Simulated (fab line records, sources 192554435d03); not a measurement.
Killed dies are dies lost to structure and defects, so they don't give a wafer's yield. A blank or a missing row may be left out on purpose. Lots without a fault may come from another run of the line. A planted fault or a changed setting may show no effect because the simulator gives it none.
Split-lot experiment | flow n5_finfet | 7 lots, 21 wafers read, on a route of 1938 steps

THE SPLIT
At N5_SDB_ALD_29 (deposits SiNx, target thk 30 nm, pulse time 1 s, ald cycles 600), the setting ald_cycles was moved away from the recipe's 600 on 9 of the 21 wafers read, by -13.2% to +8.5%. The other wafers ran this setting at the recipe's value.

FROM THE SPLIT TO THE READING: what the file shows between them, 3 steps
- N5_SDB_CMP_30: polishes, stops on poly-Si, t overpolish 1.54 s, target thk 30 nm
- N5_DUMMY_REMOVAL_HM_STRIP_01: strips SiNx in CH3F/O2, stops on poly-Si, target depth 4 nm, time 6.8 s
- N5_DUMMY_REMOVAL_STRIP_10: strips in N2/H2, time 40 s

THE READING
SiNx_of_SDB_ALD_29.thk_nm (the simulator's own value, which no gauge read), in nm, at N5_DUMMY_REMOVAL_PRECLEAN_07 (cleans in dHF, time 30 s). The file gives no usual value for it. The 12 wafers here that ran the recipe average 29.2 nm, standard deviation 0.16 nm.

wafer  | tool, chamber at the split | ald_cycles as run | against the recipe | SiNx_of_SDB_ALD_29.thk_nm, nm | against lot-mates on the recipe
L077.3 | ald_sin-02, 3,0            | 527               | -12.2%             | 25.6                          | -3.6
L077.5 | ald_sin-02, 3,0            | 527               | -12.2%             | 25.6                          | -3.6
L077.6 | ald_sin-02, 3              | 600               | recipe             | 29.2                          | -
L081.3 | ald_sin-01, 3,1            | 651               | +8.5%              | 28.6                          | -0.6
L081.4 | ald_sin-01, 1              | 600               | recipe             | 29.2                          | -
L081.5 | ald_sin-01, 3,1            | 651               | +8.5%              | 29.8                          | +0.6
L084.1 | ald_sin-04, 1              | 544               | -9.3%              | 26.4                          | -2.6
L084.3 | ald_sin-04, 2              | 544               | -9.3%              | 26.4                          | -2.6
L084.2 | ald_sin-04, 0              | 600               | recipe             | 29                            | -
L085.2 | ald_sin-02, 1,3            | 600               | recipe             | 29.2                          | -
L085.3 | ald_sin-02, 1,3            | 600               | recipe             | 29.2                          | -
L085.5 | ald_sin-02, 2              | 600               | recipe             | 29.6                          | -
L089.1 | ald_sin-01, 0              | 639               | +6.5%              | 29.8                          | +0.6
L089.4 | ald_sin-01, 2              | 600               | recipe             | 29.2                          | -
L089.5 | ald_sin-01, 0              | 639               | +6.5%              | 28.6                          | -0.6
L091.1 | ald_sin-02, 1              | 600               | recipe             | 29.2                          | -
L091.4 | ald_sin-02, 0              | 521               | -13.2%             | 25.6                          | -3.7
L091.6 | ald_sin-02, 2              | 600               | recipe             | 29.4                          | -
L094.2 | ald_sin-02, 2              | 600               | recipe             | 29.2                          | -
L094.4 | ald_sin-02, 0              | 600               | recipe             | 29                            | -
L094.6 | ald_sin-02, 2              | 600               | recipe             | 29.4                          | -
Where a row lists several chambers, the file gives one row for several wafers and doesn't say which wafer went through which chamber.

THE FIT
A straight line over all 21 wafers: SiNx_of_SDB_ALD_29.thk_nm changes by +0.199 nm for each +1% of ald_cycles; r = +0.87; the points scatter about the line by 0.75 nm.
The same after taking each lot's own level away (the mean of its wafers on the recipe; 21 wafers): +0.196 nm for each +1%; r = +0.87; scatter 0.73 nm.
On that fit, the largest move of ald_cycles shifts the reading by 2.6 nm.
The lots' own levels span 29.00 to 29.33 nm, that is 2.1 times the standard deviation above.
So the lot-to-lot level changes the slope little: the two slopes agree.
Check: with one of the wafers moved furthest among these (-13.2%) left out of the fit, the line predicts -2.94 nm for it against its lot-mates. It came out at -3.7 nm against them.

OTHER SPLITS ON THESE WAFERS
These wafers also went through other splits before the reading. Each is held against what the fit with the lots' levels taken away leaves over:
other split on the same wafers  | wafers away from the commonest value | r with SiNx_of_SDB_ALD_29.thk_nm (lot level and that fit taken away)
N5_ZERO_LAYER_COAT_05 spin_rpm  | 7                                    | -0.28
N5_ZERO_LAYER_EXPOSE_08 dose_mj | 7                                    | -0.05
N5_WELL_APT_EXPOSE_05 dose_mj   | 9                                    | +0.16
N5_WELL_APT_PEB_06 peb_time_s   | 9                                    | +0.27
N5_FIN_SAQP_ETCH_65 time_s      | 10                                   | +0.29
N5_FIN_SAQP_COAT_68 spin_rpm    | 3                                    | +0.37
N5_FIN_CUT_COAT_19 spin_rpm     | 4                                    | +0.25

THE WHOLE CHAIN: every reading that the file lists as answering this split, in the file's order
step                         | what it does                                                      | reading                                                                    | change (the file's fit)               | r (the file's)
N5_SDB_ALD_29                | deposits SiNx, target thk 30 nm, pulse time 1 s, ald cycles 600   | SiNx_of_SDB_ALD_29.thk_nm (the simulator's own value, which no gauge read) | +0.297 nm for each +1% of the setting | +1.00
N5_SDB_CMP_30                | polishes, stops on poly-Si, t overpolish 1.54 s, target thk 30 nm | SiNx_of_SDB_ALD_29.thk_nm (the simulator's own value, which no gauge read) | +0.23 nm for each +1% of the setting  | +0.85
N5_DUMMY_REMOVAL_PRECLEAN_07 | cleans in dHF, time 30 s                                          | SiNx_of_SDB_ALD_29.thk_nm (the simulator's own value, which no gauge read) | +0.223 nm for each +1% of the setting | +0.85

THE FILE'S OWN FIT
SiNx_of_SDB_ALD_29.thk_nm changes by +0.223 nm for each +1% of ald_cycles, r = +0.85.
